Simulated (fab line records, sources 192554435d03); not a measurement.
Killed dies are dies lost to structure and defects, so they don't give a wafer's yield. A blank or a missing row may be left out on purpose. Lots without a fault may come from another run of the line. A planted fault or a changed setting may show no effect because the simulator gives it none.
fab line records | flow n5_finfet
record lots=24 wafers=72 last_day=20
route steps=1938 shown BEOL_M1@792
lots that met no fault: from a run of the same line without faults
start_h: hours from the record's first day to the start of the lot's first wafer shown | wait_h: hours since the lot's step before | " the same as in the row above | L1.1+2: a row that stands for several wafers | - no value, or no start given | * or withheld: withheld | < > ~ a bound
route shown NAME@n: a module of which the file shows steps, and the number in the route of the first | usual: mean/standard deviation of fault-free wafers | same: alike in all rows | chamber/n: place in a boat | sites: the reading at each site | _std_site: their standard deviation | _edge_site: outer sites' mean less inner sites' | radius_mm: how far each site lies from the wafer's centre | mask NAME#n: copy n | behind: the tool/chamber that last shaped the wafer | hold: why the lot was held/for how many hours/how that ended | device: the transistor (n, p or np) that didn't switch | end of line: the same wafers' tests at the end of the route | a step without rows: its recipe alone | killed: dies lost to structure and defects at the first sort, not the wafer's yield | map: a wafer's dies, x killed, . not, _ none there
set.NAME: the setting as run; set.NAME@STEP: as run at that earlier step | model.NAME: the simulator's own value behind a step, which no gauge read
steps of the route over a sample of lots; a table a step, a row a wafer
services: from which hour (start_h, from the record's first day; less than 0 if before it) a tool's chamber was out of use, for how many hours, and why
## steps
# step N5_BEOL_M1_ALD_98
# recipe material=SiO2 target_thk_a=25 temp_c=100 ald_precursor_family=BDEAS ald_co_reactant=O2-plasma pulse_time_s=1 co_reactant_pulse_time_s=1 purge_time_s=2 co_reactant_purge_time_s=2 ald_cycles=17 pressure_torr=2
# usual heater_power_w=79/9.9 precursor_pulse_height_rel=0.998/0.019
# same co_reactant_pulse_time_s=1
# columns lot.wafer tool chamber start_h wait_h heater_power_w precursor_pulse_height_rel
L074.1 ald_sin-02 0 122.22 0.1 67 0.990
L074.4 " 2 " " 76 0.981
L074.6 " 0 " " 68 0.989
L075.1 ald_sin-01 3 130.92 0.1 87 0.985
L075.4 " 0 " " 77 1.005
L075.5 " 3 " " 87 0.988
L076.2 ald_sin-01 2 138.56 0.1 100 1.024
L076.3 " 0 " " 73 0.980
L076.5 " 3 " " 86 0.988
L077.1 ald_sin-01 1 141.22 0.3 71 0.996
L077.4 " 2 " " 98 1.008
L077.5 " 1 " " 69 1.003
L078.1 ald_sin-01 1 144.45 0.5 68 0.987
L078.4 " 0 " " 76 1.028
L078.6 " 1 " " 68 1.011
L079.4 ald_sin-03 3 153.03 0.1 74 1.023
L079.5 " 2 " " 88 0.999
L079.6 " 1 " " 72 0.977
L081.1 ald_sin-03 1 167.99 0.2 71 1.023
L081.4 " 2 " " 88 0.980
L081.5 " 3 " " 73 1.000
L080.2 ald_sin-03 0 168.09 0.1 76 0.990
L080.3 " 2 " " 90 1.012
L080.6 " 1 " " 73 0.995
L082.1 ald_sin-02 2 174.15 0.3 76 0.977
L082.5 " 3 " " 77 1.016
L082.6 " 0 " " 68 0.992
L083.1 ald_sin-01 1 182.06 0.1 68 0.960
L083.4 " 2 " " 99 1.013
L083.6 " 0 " " 76 1.013
L084.2 ald_sin-01 3 185.72 0.1 87 1.034
L084.3 " 0 " " 77 1.002
L084.5 " 2 " " 99 0.978
L086.1 ald_sin-03 2 196.53 0.1 89 0.958
L086.4 " 3 " " 72 1.024
L086.5 " 3 " " 71 0.987
L085.3 ald_sin-02 1 201.05 0.3 71 0.973
L085.4 " 0 " " 68 0.989
L085.5 " 3 " " 74 0.997
L087.4 ald_sin-01 0 207.53 0.1 76 0.983
L087.5 " 3 " " 88 0.967
L087.6 " 0 " " 77 0.991
L089.3 ald_sin-02 0 212.46 0.1 65 0.990
L089.4 " 1 " " 73 1.002
L089.6 " 2 " " 73 1.005
L088.1 ald_sin-01 1 216.29 0.4 69 1.007
L088.4 " 0 " " 79 0.988
L088.6 " 2 " " 97 0.998
L090.1 ald_sin-03 0 223.51 0.1 75 1.018
L090.5 " 2 " " 89 1.021
L090.6 " 1 " " 72 0.999
L091.2 ald_sin-01 0 226.52 1.6 74 0.982
L091.3 " 2 " " 102 1.008
L091.4 " 3 " " 87 1.018
L092.2 ald_sin-02 0 237.54 0.1 66 1.002
L092.4 " 1 " " 71 1.013
L092.5 " 0 " " 67 1.002
L093.2 ald_sin-02 1 242.82 0.1 72 1.019
L093.3 " 3 " " 72 1.025
L093.4 " 2 " " 74 0.956
L094.2 ald_sin-01 1 246.37 0.6 71 0.981
L094.4 " 0 " " 77 1.015
L094.5 " 2 " " 100 0.998
L095.1 ald_sin-01 3 251.89 0.2 84 0.991
L095.3 " 2 " " 97 1.015
L095.6 " 3 " " 88 1.012
L096.2 ald_sin-03 0 257.44 0.3 74 1.021
L096.4 " 1 " " 74 1.032
L096.6 " 1 " " 73 1.003
L097.1 ald_sin-03 3 281.03 0.1 73 0.980
L097.2 " 2 " " 88 0.966
L097.5 " 2 " " 90 0.978
# step N5_BEOL_M1_STRIP_36
# recipe chemistry=N2/H2 power_w=450 temp_c=40 pressure_mtorr=20 rf_frequency_hz=6e+07 overash_fraction=0.3 bias_power_w=7 h2_frac=0.5 n2_flow_sccm=200 h2_flow_sccm=200
# usual drypump_motor_current_A=5.8/0.55 oes_product_au=0.79/0.06 rf_vpp_V=59.1/1.5 showerhead_plenum_p_Torr=2.53/0.079 throttle_valve_pct=23.51/0.24
# columns lot.wafer tool chamber start_h wait_h drypump_motor_current_A oes_product_au rf_hours_counter_h rf_vpp_V showerhead_plenum_p_Torr throttle_valve_pct
L074.1 rie_diel-06 1 129.22 0.0 5.2 0.84 75 60.3 2.47 23.50
L074.4 " 3 " " 5.8 0.82 - 55.1 2.46 23.72
L074.6 " 0 " " 6.2 0.71 - 58.0 2.52 23.61
L075.1 rie_diel-02 3 139.23 0.0 4.8 0.86 53 57.9 2.47 23.25
L075.4 " 2 " " 6.1 0.84 49 56.3 2.58 23.61
L075.5 " 1 " " 6.4 0.93 - 60.8 2.71 23.70
L076.2 rie_diel-06 0 139.43 0.0 6.2 0.71 214 57.1 2.52 23.61
L076.3 " 3 " " 5.8 0.82 93 58.4 2.46 23.72
L076.5 " 1 " " 5.2 0.83 - 58.6 2.46 23.52
L077.1 rie_diel-02 0 145.10 0.0 5.7 0.82 85 59.7 2.56 23.04
L077.4 " 3 " " 4.8 0.85 54 59.2 2.48 23.27
L077.5 " 3 " " 4.7 0.85 - 59.9 2.47 23.26
L078.1 rie_diel-02 1 145.57 0.0 6.4 0.92 18 56.4 2.71 23.70
L078.4 " 0 " " 5.7 0.82 85 60.5 2.56 23.04
L078.6 " 0 " " 5.8 0.82 - 57.4 2.56 23.04
L079.4 rie_diel-06 3 155.56 0.0 5.8 0.81 97 61.2 2.46 23.73
L079.5 " 3 " " 5.9 0.80 - 60.9 2.46 23.73
L079.6 " 2 " " 6.6 0.71 - 58.5 2.50 23.74
L081.1 rie_diel-02 2 180.64 0.0 6.1 0.83 62 60.9 2.58 23.60
L081.4 " 0 " " 5.8 0.81 - 58.8 2.56 23.04
L081.5 " 2 " " 6.1 0.82 - 58.0 2.58 23.64
L080.2 rie_diel-06 1 180.98 0.0 5.2 0.81 88 57.0 2.46 23.52
L080.3 " 2 " " 6.6 0.70 234 57.1 2.50 23.77
L080.6 " 2 " " 6.6 0.70 - 59.2 2.50 23.78
L083.1 rie_diel-02 2 184.00 0.0 6.1 0.83 64 59.8 2.58 23.62
L083.4 " 1 " " 6.4 0.88 - 58.2 2.70 23.71
L083.6 " 0 " " 5.8 0.81 - 60.7 2.56 23.04
L082.1 rie_diel-06 0 184.22 0.0 6.2 0.70 224 58.4 2.52 23.61
L082.5 " 3 " " 5.8 0.80 - 56.7 2.45 23.73
L082.6 " 2 " " 6.6 0.70 - 61.2 2.50 23.81
L084.2 rie_diel-06 2 189.27 0.0 6.6 0.70 237 58.2 2.50 23.78
L084.3 " 0 " " 6.2 0.70 226 57.0 2.52 23.62
L084.5 " 0 " " 6.2 0.70 - 60.0 2.52 23.60
L085.3 rie_diel-05 3 204.79 0.0 5.8 0.74 152 60.0 2.65 23.25
L085.4 " 1 " " 6.0 0.74 162 59.6 2.52 23.05
L085.5 " 2 " " 5.3 0.90 - 58.5 2.48 23.55
L086.1 rie_diel-06 2 205.76 0.0 6.6 0.69 241 59.5 2.49 23.82
L086.4 " 0 " " 6.2 0.69 231 60.2 2.52 23.61
L086.5 " 0 " " 6.2 0.69 - 58.6 2.52 23.60
L087.4 rie_diel-06 1 214.40 0.0 5.2 0.81 99 57.1 2.46 23.52
L087.5 " 2 " " 6.6 0.69 - 60.7 2.49 23.76
L087.6 " 3 " " 5.8 0.79 - 57.1 2.45 23.75
L089.3 rie_diel-06 2 218.01 0.0 6.6 0.69 245 56.6 2.49 23.79
L089.4 " 3 " " 5.8 0.80 112 59.6 2.45 23.75
L089.6 " 3 " " 5.8 0.79 - 60.0 2.45 23.76
L088.1 rie_diel-05 2 222.10 0.0 5.3 0.89 41 60.1 2.48 23.54
L088.4 " 3 " " 5.8 0.74 157 60.8 2.65 23.21
L088.6 " 0 " " 5.0 0.74 - 60.5 2.65 23.29
L090.1 rie_diel-02 1 232.58 0.0 6.4 0.86 47 60.9 2.69 23.74
L090.5 " 2 " " 6.1 0.82 - 59.1 2.57 23.67
L090.6 " 3 " " 4.8 0.81 - 58.7 2.46 23.33
L091.2 rie_diel-02 2 235.63 0.0 6.1 0.81 82 61.5 2.57 23.63
L091.3 " 0 " " 5.8 0.80 109 58.0 2.55 23.06
L091.4 " 3 " " 4.8 0.82 78 56.5 2.46 23.28
L092.2 rie_diel-05 1 251.09 0.0 6.0 0.73 175 58.1 2.52 23.08
L092.4 " 0 " " 5.1 0.74 179 59.6 2.64 23.32
L092.5 " 3 " " 5.8 0.74 - 59.5 2.64 23.24
L093.2 rie_diel-02 1 255.11 0.0 6.4 0.85 54 62.7 2.69 23.79
L093.3 " 3 " " 4.8 0.83 84 58.8 2.46 23.31
L093.4 " 2 " " 6.1 0.80 88 58.7 2.57 23.65
L094.2 rie_diel-02 0 255.95 0.0 5.7 0.78 115 59.2 2.55 23.09
L094.4 " 1 " " 6.4 0.85 55 61.0 2.69 23.78
L094.5 " 3 " " 4.8 0.81 - 56.7 2.46 23.33
L095.1 rie_diel-06 0 268.67 0.0 6.3 0.69 253 57.4 2.51 23.64
L095.3 " 3 " " 5.8 0.75 132 58.5 2.44 23.79
L095.6 " 0 " " 6.3 0.67 - 58.1 2.51 23.67
L096.2 rie_diel-02 0 278.49 0.0 5.8 0.78 121 58.1 2.55 23.06
L096.4 " 2 " " 6.1 0.80 95 60.9 2.56 23.68
L096.6 " 2 " " 6.1 0.80 - 57.7 2.56 23.66
L097.1 rie_diel-02 2 291.23 0.0 6.1 0.79 99 58.2 2.56 23.65
L097.2 " 1 " " 6.4 0.83 64 59.4 2.68 23.75
L097.5 " 1 " " 6.4 0.84 - 58.0 2.69 23.75
# step N5_BEOL_M1_SPUTTER_90
# recipe material=Cu target_thk_a=45 temp_c=-20 chamber_pressure_pa=0.07 power_w=withheld time_s=8.29
# usual substrate_temp_c=-20.01/0.1 throttle_valve_pct=30.5/0.65
# columns lot.wafer tool chamber start_h wait_h substrate_temp_c throttle_valve_pct
L074.1 pvd_sputter-02 - 131.76 0.1 -19.98 30.1
L074.4 " - " " -19.95 30.0
L074.6 " - " " -19.87 30.9
L075.1 pvd_sputter-01 - 141.44 0.1 -20.22 31.8
L075.4 " - " " -20.04 31.0
L075.5 " - " " -20.00 30.2
L076.2 pvd_sputter-02 - 143.28 0.1 -20.04 29.8
L076.3 " - " " -20.02 30.1
L076.5 " - " " -20.08 31.1
L077.1 pvd_sputter-03 - 147.99 0.1 -19.97 30.4
L077.4 " - " " -20.07 29.6
L077.5 " - " " -19.82 30.2
L078.1 pvd_sputter-03 - 149.83 0.1 -19.89 30.1
L078.4 " - " " -20.11 30.7
L078.6 " - " " -20.20 30.7
L079.4 pvd_sputter-02 - 158.15 0.1 -19.93 31.2
L079.5 " - " " -19.94 30.2
L079.6 " - " " -20.03 30.3
L081.1 pvd_sputter-03 - 183.44 0.1 -20.07 29.6
L081.4 " - " " -19.96 30.3
L081.5 " - " " -20.10 30.8
L080.2 pvd_sputter-02 - 183.94 0.1 -20.16 30.1
L080.3 " - " " -20.00 30.2
L080.6 " - " " -19.93 30.0
L083.1 pvd_sputter-01 - 186.54 0.1 -20.19 31.6
L083.4 " - " " -20.11 30.1
L083.6 " - " " -20.02 31.5
L082.1 pvd_sputter-03 - 186.90 0.1 -19.97 29.4
L082.5 " - " " -19.78 30.9
L082.6 " - " " -20.13 29.3
L084.2 pvd_sputter-03 - 191.71 0.1 -20.05 30.6
L084.3 " - " " -19.92 29.4
L084.5 " - " " -19.98 30.8
L085.3 pvd_sputter-03 - 207.68 0.1 -20.17 30.1
L085.4 " - " " -19.95 29.5
L085.5 " - " " -20.04 29.6
L086.1 pvd_sputter-01 - 208.74 0.1 -19.98 30.3
L086.4 " - " " -20.05 31.1
L086.5 " - " " -20.20 30.3
L087.4 pvd_sputter-01 - 217.26 0.1 -20.00 31.0
L087.5 " - " " -19.78 30.8
L087.6 " - " " -19.90 31.3
L089.3 pvd_sputter-03 - 220.47 0.1 -20.00 30.0
L089.4 " - " " -20.05 29.4
L089.6 " - " " -19.91 30.2
L088.1 pvd_sputter-01 - 224.82 0.1 -20.16 30.1
L088.4 " - " " -20.19 31.2
L088.6 " - " " -19.84 31.5
L090.1 pvd_sputter-02 - 235.67 0.1 -19.86 30.1
L090.5 " - " " -20.00 30.3
L090.6 " - " " -20.01 30.2
L091.2 pvd_sputter-02 - 239.79 0.1 -19.92 29.9
L091.3 " - " " -19.99 30.0
L091.4 " - " " -20.01 30.5
L092.2 pvd_sputter-01 - 254.97 0.1 -20.01 31.8
L092.4 " - " " -20.15 31.6
L092.5 " - " " -20.14 30.8
L093.2 pvd_sputter-02 - 257.66 0.1 -19.90 30.2
L093.3 " - " " -20.11 30.0
L093.4 " - " " -19.97 29.4
L094.2 pvd_sputter-02 - 260.02 0.1 -20.00 29.7
L094.4 " - " " -19.98 30.0
L094.5 " - " " -20.04 30.1
L095.1 pvd_sputter-01 - 271.26 0.1 -19.94 31.5
L095.3 " - " " -19.84 31.3
L095.6 " - " " -19.99 30.8
L096.2 pvd_sputter-03 - 281.71 0.1 -19.91 30.2
L096.4 " - " " -19.88 30.4
L096.6 " - " " -19.87 30.7
L097.1 pvd_sputter-01 - 293.35 0.1 -19.96 31.4
L097.2 " - " " -20.12 32.0
L097.5 " - " " -19.95 31.4
# step N5_BEOL_M1_ANNEAL_91
# recipe temp_c=400 time_s=240 ambient=vacuum
# usual heater_power_w=824/54
# columns lot.wafer tool chamber start_h wait_h heater_power_w
L074.1 pvd_sputter-02 - 131.84 0.0 885
L074.4 " - " " 791
L074.6 " - " " 866
L075.1 pvd_sputter-01 - 141.52 0.0 786
L075.4 " - " " 844
L075.5 " - " " 823
L076.2 pvd_sputter-02 - 143.36 0.0 802
L076.3 " - " " 900
L076.5 " - " " 887
L077.1 pvd_sputter-03 - 148.07 0.0 884
L077.4 " - " " 811
L077.5 " - " " 783
L078.1 pvd_sputter-03 - 149.91 0.0 814
L078.4 " - " " 771
L078.6 " - " " 745
L079.4 pvd_sputter-02 - 158.23 0.0 873
L079.5 " - " " 878
L079.6 " - " " 917
L081.1 pvd_sputter-03 - 183.52 0.0 802
L081.4 " - " " 868
L081.5 " - " " 760
L080.2 pvd_sputter-02 - 184.02 0.0 874
L080.3 " - " " 908
L080.6 " - " " 870
L083.1 pvd_sputter-01 - 186.62 0.0 712
L083.4 " - " " 860
L083.6 " - " " 813
L082.1 pvd_sputter-03 - 186.98 0.0 814
L082.5 " - " " 757
L082.6 " - " " 826
L084.2 pvd_sputter-03 - 191.79 0.0 751
L084.3 " - " " 838
L084.5 " - " " 769
L085.3 pvd_sputter-03 - 207.76 0.0 791
L085.4 " - " " 800
L085.5 " - " " 782
L086.1 pvd_sputter-01 - 208.82 0.0 864
L086.4 " - " " 860
L086.5 " - " " 844
L087.4 pvd_sputter-01 - 217.34 0.0 839
L087.5 " - " " 856
L087.6 " - " " 725
L089.3 pvd_sputter-03 - 220.55 0.0 807
L089.4 " - " " 804
L089.6 " - " " 890
L088.1 pvd_sputter-01 - 224.90 0.0 847
L088.4 " - " " 737
L088.6 " - " " 797
L090.1 pvd_sputter-02 - 235.75 0.0 876
L090.5 " - " " 888
L090.6 " - " " 904
L091.2 pvd_sputter-02 - 239.87 0.0 806
L091.3 " - " " 900
L091.4 " - " " 863
L092.2 pvd_sputter-01 - 255.05 0.0 808
L092.4 " - " " 725
L092.5 " - " " 827
L093.2 pvd_sputter-02 - 257.74 0.0 912
L093.3 " - " " 896
L093.4 " - " " 803
L094.2 pvd_sputter-02 - 260.10 0.0 776
L094.4 " - " " 883
L094.5 " - " " 880
L095.1 pvd_sputter-01 - 271.34 0.0 809
L095.3 " - " " 710
L095.6 " - " " 845
L096.2 pvd_sputter-03 - 281.79 0.0 803
L096.4 " - " " 882
L096.6 " - " " 732
L097.1 pvd_sputter-01 - 293.43 0.0 717
L097.2 " - " " 803
L097.5 " - " " 742
# step N5_BEOL_M1_ANNEAL_51
# recipe temp_c=225 time_s=90 ambient=N2
# usual wafer_temp_C_max=225.75/0.2
# columns lot.wafer tool chamber start_h wait_h wafer_temp_C_max
L074.1 rtp_anneal-02 0 132.61 0.1 225.83
L074.4 " 0 " " 225.65
L074.6 " 0 " " 226.03
L075.1 rtp_anneal-01 0 142.30 0.1 225.61
L075.4 " 0 " " 225.54
L075.5 " 0 " " 225.78
L076.2 rtp_anneal-02 0 144.19 0.1 225.71
L076.3 " 0 " " 225.70
L076.5 " 0 " " 225.86
L077.1 rtp_anneal-02 0 148.99 0.2 225.75
L077.4 " 0 " " 225.60
L077.5 " 0 " " 225.43
L078.1 rtp_anneal-01 0 150.69 0.1 225.80
L078.4 " 0 " " 225.33
L078.6 " 0 " " 225.64
L079.4 rtp_anneal-01 0 159.14 0.2 225.72
L079.5 " 0 " " 225.72
L079.6 " 0 " " 225.75
L081.1 rtp_anneal-02 0 184.34 0.1 225.68
L081.4 " 0 " " 225.84
L081.5 " 0 " " 225.93
L080.2 rtp_anneal-01 0 184.89 0.2 225.90
L080.3 " 0 " " 225.72
L080.6 " 0 " " 225.51
L083.1 rtp_anneal-01 0 187.39 0.1 225.89
L083.4 " 0 " " 225.87
L083.6 " 0 " " 225.62
L082.1 rtp_anneal-01 0 187.75 0.1 225.64
L082.5 " 0 " " 225.60
L082.6 " 0 " " 225.50
L084.2 rtp_anneal-02 0 192.61 0.1 226.09
L084.3 " 0 " " 225.86
L084.5 " 0 " " 226.08
L085.3 rtp_anneal-02 0 208.62 0.1 226.04
L085.4 " 0 " " 225.72
L085.5 " 0 " " 225.78
L086.1 rtp_anneal-02 0 209.60 0.1 225.61
L086.4 " 0 " " 226.04
L086.5 " 0 " " 225.63
L087.4 rtp_anneal-01 0 218.25 0.2 225.78
L087.5 " 0 " " 225.82
L087.6 " 0 " " 225.58
L089.3 rtp_anneal-02 0 221.42 0.1 225.97
L089.4 " 0 " " 225.79
L089.6 " 0 " " 225.65
L088.1 rtp_anneal-01 0 225.68 0.1 225.84
L088.4 " 0 " " 225.70
L088.6 " 0 " " 225.79
L090.1 rtp_anneal-01 0 236.53 0.1 225.61
L090.5 " 0 " " 225.59
L090.6 " 0 " " 225.66
L091.2 rtp_anneal-02 0 240.69 0.1 225.78
L091.3 " 0 " " 225.80
L091.4 " 0 " " 225.72
L092.2 rtp_anneal-01 0 255.87 0.1 225.72
L092.4 " 0 " " 225.55
L092.5 " 0 " " 225.70
L093.2 rtp_anneal-02 0 258.56 0.1 226.11
L093.3 " 0 " " 226.04
L093.4 " 0 " " 225.91
L094.2 rtp_anneal-02 0 260.92 0.1 225.58
L094.4 " 0 " " 225.57
L094.5 " 0 " " 225.48
L095.1 rtp_anneal-02 0 272.12 0.1 225.71
L095.3 " 0 " " 225.49
L095.6 " 0 " " 225.75
L096.2 rtp_anneal-01 0 282.61 0.1 225.19
L096.4 " 0 " " 225.99
L096.6 " 0 " " 225.67
L097.1 rtp_anneal-02 0 294.21 0.1 226.03
L097.2 " 0 " " 225.79
L097.5 " 0 " " 225.86
# step N5_BEOL_M1_CMP_52
# recipe stop_on=SiOC t_overpolish_s=6.8 down_force_psi=1 platen_rpm=50 clearing_platen_down_force_psi=1.5 clearing_platen_rpm=50 post_cmp_clean=cu_alkaline target_thk_nm=40 clearing_platen_pad_velocity_m_s=0.99484 pad_velocity_m_s=0.99484
# usual barrier_field_endpoint_s=24.8/0.59 motor_current_A=6.1/0.62 overpolish_run_s=6.801/0.008 time_to_endpoint_s=62.2/2.3
# columns lot.wafer tool chamber start_h wait_h barrier_field_endpoint_s motor_current_A overpolish_run_s time_to_endpoint_s
L074.1 cmp-02 3 132.99 0.3 24.5 6.6 6.809 65.0
L074.4 " 0 " " 24.9 5.6 6.805 64.6
L074.6 " 1 " " 24.3 6.9 6.813 63.7
L075.1 cmp-02 0 142.59 0.3 25.2 5.6 6.788 59.7
L075.4 " 2 " " 25.1 6.1 6.786 58.9
L075.5 " 1 " " 24.6 7.4 6.810 59.5
L076.3 cmp-02 1 144.48 0.2 24.3 6.7 6.784 57.6
L076.2 " 2 " " 24.8 5.4 6.793 62.9
L076.5 " 0 " " 24.6 5.6 6.795 62.3
L077.1 cmp-02 3 149.29 0.3 25.1 6.2 6.796 62.7
L077.4 " 2 " " 24.8 5.8 6.810 60.0
L077.5 " 0 " " 24.6 5.6 6.789 60.5
L078.4 cmp-02 2 150.99 0.1 25.1 5.8 6.805 61.2
L078.1 " 3 " " 24.6 6.8 6.806 62.9
L078.6 " 3 " " 25.5 6.2 6.802 64.7
L079.4 cmp-03 1 159.42 0.2 24.8 6.1 6.804 63.1
L079.5 " 2 " " 24.7 5.9 6.805 62.1
L079.6 " 3 " " 24.9 6.7 6.802 67.6
L081.1 cmp-01 0 184.80 0.4 24.1 5.4 6.803 60.7
L081.4 " 1 " " 24.0 5.8 6.804 60.1
L081.5 " 0 " " 24.2 5.8 6.794 62.2
L080.2 cmp-03 0 185.42 0.4 23.9 6.0 6.800 59.0
L080.3 " 2 " " 24.2 5.7 6.797 59.8
L080.6 " 3 " " 24.7 6.9 6.799 60.8
L083.4 cmp-02 2 187.69 0.1 25.4 5.6 6.780 63.3
L083.1 " 1 " " 24.6 7.1 6.801 59.2
L083.6 " 2 " " 25.4 5.8 6.803 61.6
L082.1 cmp-03 3 188.16 0.4 25.0 7.0 6.807 64.2
L082.5 " 0 " " 24.6 5.7 6.800 60.3
L082.6 " 1 " " 24.9 6.3 6.787 56.8
L084.3 cmp-02 3 192.90 0.2 25.4 6.9 6.811 66.5
L084.2 " 0 " " 25.1 5.7 6.813 65.6
L084.5 " 2 " " 25.4 5.7 6.794 63.8
L085.4 cmp-01 0 208.87 0.2 25.0 5.7 6.802 63.0
L085.3 " 1 " " 24.6 6.0 6.790 60.2
L085.5 " 3 " " 25.3 5.7 6.811 64.0
L086.4 cmp-03 2 209.90 0.1 23.9 5.6 6.809 59.9
L086.1 " 1 " " 24.1 6.3 6.800 59.3
L086.5 " 2 " " 24.3 5.4 6.809 60.7
L087.4 cmp-03 2 218.50 0.2 24.6 5.9 6.819 60.8
L087.5 " 0 " " 24.7 5.9 6.802 59.6
L087.6 " 1 " " 24.4 6.2 6.811 58.8
L089.3 cmp-02 1 221.63 0.2 23.8 7.5 6.795 62.5
L089.4 " 0 " " 24.3 5.6 6.799 63.4
L089.6 " 2 " " 24.9 5.8 6.817 62.1
L088.1 cmp-02 1 226.05 0.3 23.9 7.1 6.794 60.3
L088.4 " 2 " " 25.5 5.8 6.792 62.0
L088.6 " 0 " " 26.6 5.8 6.805 64.3
L090.1 cmp-03 1 236.90 0.3 23.7 6.2 6.803 60.2
L090.6 " 3 " " 24.3 7.1 6.799 58.4
L090.5 " 0 " " 23.4 6.0 6.785 55.0
L091.4 cmp-02 0 240.94 0.1 24.9 5.9 6.805 60.3
L091.3 " 1 " " 25.2 7.1 6.807 63.6
L091.2 " 3 " " 24.6 6.8 6.782 62.1
L092.4 cmp-01 3 256.16 0.2 24.9 5.8 6.804 65.7
L092.2 " 0 " " 23.8 5.6 6.796 61.4
L092.5 " 3 " " 24.2 5.6 6.792 63.9
L093.3 cmp-03 3 258.81 0.2 25.3 7.0 6.788 66.6
L093.4 " 0 " " 24.9 6.0 6.793 66.1
L093.2 " 1 " " 24.1 6.2 6.795 61.2
L094.4 cmp-01 2 261.21 0.2 25.3 4.8 6.806 65.1
L094.2 " 3 " " 24.9 5.5 6.813 64.9
L094.5 " 2 " " 24.7 4.7 6.799 65.5
L095.1 cmp-01 2 274.41 2.2 25.1 4.8 6.796 63.7
L095.3 " 3 " " 25.0 5.2 6.804 62.1
L095.6 " 0 " " 25.4 5.6 6.799 61.0
L096.2 cmp-02 3 282.94 0.3 25.8 6.8 6.802 63.9
L096.4 " 0 " " 25.9 5.9 6.813 64.7
L096.6 " 1 " " 25.9 7.0 6.798 61.1
L097.2 cmp-01 3 294.50 0.2 25.0 5.3 6.801 65.5
L097.1 " 0 " " 25.2 5.7 6.810 66.2
L097.5 " 3 " " 24.8 5.5 6.799 62.9
## services
# columns tool chamber start_h hours kind
cmp-01 - 101.41 0.6 repair
ald_sin-03 - 104.73 6.1 pm
rie_diel-02 - 112.60 2.8 pm
pvd_sputter-01 - 115.28 5.0 repair
ald_sin-03 1 127.01 11.4 repair
rie_diel-06 2 128.81 12.8 repair
cmp-03 - 129.74 1.4 repair
ald_sin-01 0 131.12 7.1 repair
pvd_sputter-01 - 137.31 1.3 repair
rie_diel-06 - 143.51 0.7 repair
pvd_sputter-03 - 164.50 2.8 repair
cmp-02 - 167.59 0.3 repair
rie_diel-02 3 173.20 15.3 repair
cmp-03 - 188.76 1.9 repair
rie_diel-02 0 191.16 13.6 repair
ald_sin-03 3 230.62 14.3 repair
ald_sin-03 2 232.83 15.8 repair
ald_sin-01 2 236.07 3.2 repair
cmp-03 - 246.69 4.0 pm
cmp-02 - 255.37 4.0 pm
ald_sin-03 0 258.75 3.6 repair
ald_sin-01 - 270.31 14.0 pm
cmp-03 - 273.77 4.5 pm
cmp-03 - 292.87 4.8 pm
## key
fault none
